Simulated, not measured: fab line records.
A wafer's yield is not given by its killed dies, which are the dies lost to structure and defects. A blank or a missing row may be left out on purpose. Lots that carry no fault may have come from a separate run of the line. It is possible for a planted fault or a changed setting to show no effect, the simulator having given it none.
Matching of chambers || flow n5_finfet || pecvd-04 running N5_PASSIVATION_PECVD_35: 3 sister chambers
The step deposits SiNx from SiH4/NH3/N2, target thk 700 nm, time 151.3 s. 6 wafers are shown with their chamber, then 6 later ones without.

WAFERS PAIRED WITH THEIR CHAMBERS
{"wafer": "L289.3", "chamber": 2, "showerhead_plenum_p_Torr (Torr)": 8.67, "throttle_valve_pct (%)": 27.9}
{"wafer": "L286.2", "chamber": 0, "showerhead_plenum_p_Torr (Torr)": 8.58, "throttle_valve_pct (%)": 29.5}
{"wafer": "L286.3", "chamber": 2, "showerhead_plenum_p_Torr (Torr)": 8.70, "throttle_valve_pct (%)": 28.0}
{"wafer": "L293.3", "chamber": 1, "showerhead_plenum_p_Torr (Torr)": 8.79, "throttle_valve_pct (%)": 28.5}
{"wafer": "L293.4", "chamber": 1, "showerhead_plenum_p_Torr (Torr)": 8.78, "throttle_valve_pct (%)": 28.6}
{"wafer": "L293.5", "chamber": 0, "showerhead_plenum_p_Torr (Torr)": 8.59, "throttle_valve_pct (%)": 29.3}

WAFERS WITHOUT THEIR CHAMBER
{"wafer": "L300.1", "showerhead_plenum_p_Torr (Torr)": 8.59, "throttle_valve_pct (%)": 29.5}
{"wafer": "L300.2", "showerhead_plenum_p_Torr (Torr)": 8.80, "throttle_valve_pct (%)": 28.7}
{"wafer": "L300.5", "showerhead_plenum_p_Torr (Torr)": 8.68, "throttle_valve_pct (%)": 28.8}
{"wafer": "L305.1", "showerhead_plenum_p_Torr (Torr)": 8.77, "throttle_valve_pct (%)": 28.5}
{"wafer": "L305.2", "showerhead_plenum_p_Torr (Torr)": 8.60, "throttle_valve_pct (%)": 29.5}
{"wafer": "L305.5", "showerhead_plenum_p_Torr (Torr)": 8.78, "throttle_valve_pct (%)": 29.0}

WHICH CHAMBER EACH ONE RAN IN
{"wafer": "L300.1", "from the rows above": 0, "in truth": 0}
{"wafer": "L300.2", "from the rows above": 1, "in truth": 1}
{"wafer": "L300.5", "from the rows above": "can't be placed: 1 or 2 or 0", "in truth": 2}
{"wafer": "L305.1", "from the rows above": 1, "in truth": 1}
{"wafer": "L305.2", "from the rows above": 0, "in truth": 0}
{"wafer": "L305.5", "from the rows above": 1, "in truth": 1}
5 of 6 placed correctly. Cannot be placed on the basis of these rows: 1; the candidates contain the true chamber in 1. Placed wrongly: 0.
How it was worked out, from the rows above alone: a wafer's distance from a chamber is the root of the sum, over the readings, of the square of ((its reading less the chamber's mean) divided by the reading's scatter). If the next closest chamber is less than 2 further off than the closest, the wafer can't be placed; otherwise it belongs to the closest. Each chamber's mean is taken over the wafers shown for it. The scatter: take each reading less its chamber's mean, square it, sum over the shown wafers, divide by the number of wafers less the number of chambers, and take the root.
